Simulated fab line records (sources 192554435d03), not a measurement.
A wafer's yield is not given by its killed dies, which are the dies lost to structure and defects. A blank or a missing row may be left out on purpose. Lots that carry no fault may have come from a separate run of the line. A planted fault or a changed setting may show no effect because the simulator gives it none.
8D (eight disciplines) problem report, filled in by code -- flow n5 finfet -- the parts of the form that need people (team, actions taken, sign-off) are left out

1. PROBLEM STATEMENT
Mean M15_THK at N5_BEOL_M15_THK_MEAS_50: 791 nm over 4 wafers in 3 lots; fault-free wafers: 875 nm, standard deviation 15. That is -5.6 standard deviations from the usual mean.
The step: measures by xrf.
Seen first at day 14 00:56 on film metro-02, wafer L228.3. The record holds 27 wafers of 10 lots with a number at this step. Rule for "out", or "out of limits": more than 4 standard deviations from the usual mean. The rest of the wafers with a number are treated as sound.

2. WHAT IT IS AND WHAT IT IS NOT
question,is,is not
which readings at this step,M15_THK,-
which lots,"L228, L232, L234","L221, L226, L227, L237, L238, L240, L241"
which wafers of those lots,"L228.3, L232.3, L234.3, L234.5","L228.1, L232.4"
read on which gauges,"film metro-01, film metro-02",-
when,from day 14 00:56,"up to then (10 sound wafers); but 13 sound wafers of L232, L237, L238, L240, L241 came after"

3. WHAT RULES OUT EACH SUSPECT
Counting: if a tool at a process step up to the reading ran every lot that is out, it stays a suspect. Sound lots after the first of them don't rule it out here, since some wafers of a struck lot are sound.
- the gauge at N5_BEOL_M15_THK_MEAS_50 is ruled out. 2 gauges (film metro-01, film metro-02) read the wafers that are out.
- rie diel-05 at N5_BEOL_M15_DESCUM_33 (chemistry O2, time 7.9 s): kept. It processed each lot that is out (first: L228, day 13 22:58); up to then, its last sound lot is L227 (day 13 19:47).
- rie diel-05 at N5_BEOL_M15_TRENCH_ETCH_34 (etches SiO2 in C4F8/O2/Ar, target depth 872.93 nm, time 199 s): kept. It processed each lot that is out (first: L228, day 13 23:02); up to then, its last sound lot is L227 (day 13 19:52).
What counting leaves: rie diel-05 at N5_BEOL_M15_DESCUM_33 and rie diel-05 at N5_BEOL_M15_TRENCH_ETCH_34.

4. THE CAUSE (what the simulator had put in)
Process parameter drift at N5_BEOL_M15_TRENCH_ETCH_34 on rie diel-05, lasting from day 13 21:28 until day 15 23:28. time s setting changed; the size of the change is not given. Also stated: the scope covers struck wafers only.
Counting leaves 2 suspects; this tool is one of them.

5. THE EFFECT CHAIN, in route order
Rows list readings where the struck wafers' mean (over those with a number) sits beyond 3 standard deviations from the usual. Only readings whose record carries a usual standard deviation are examined. hours: median over the lots of the time between each lot's start at the first step of this table that gives one and its start at this step. sigmas: the change, counted in usual standard deviations.
hours,step,reading,usual,on struck wafers,change,sigmas
0,N5_BEOL_M15_THK_MEAS_50,M15_THK,875 nm,791,-84,-5.6
0,N5_BEOL_M15_RS_MEAS_54,M15_RS,0.0216 ohm/sq,0.0238,+0.0022,+6.4

6. WHAT WOULD HAVE CAUGHT IT SOONER
Counted from the fault's start at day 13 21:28, it took 3 hours until the first out-of-limits reading at a measuring or inspecting step in this record, taken at day 14 00:56.
No tool reading at N5_BEOL_M15_TRENCH_ETCH_34 that has a usual standard deviation in the record was out on any struck wafer, so an alarm limit of 4 standard deviations on those readings would not have fired.
L232, L234, from the lots that are out (3), started N5_BEOL_M15_TRENCH_ETCH_34 on rie diel-05 later than day 14 00:56. A hold on the tool at that time would have spared those 2.
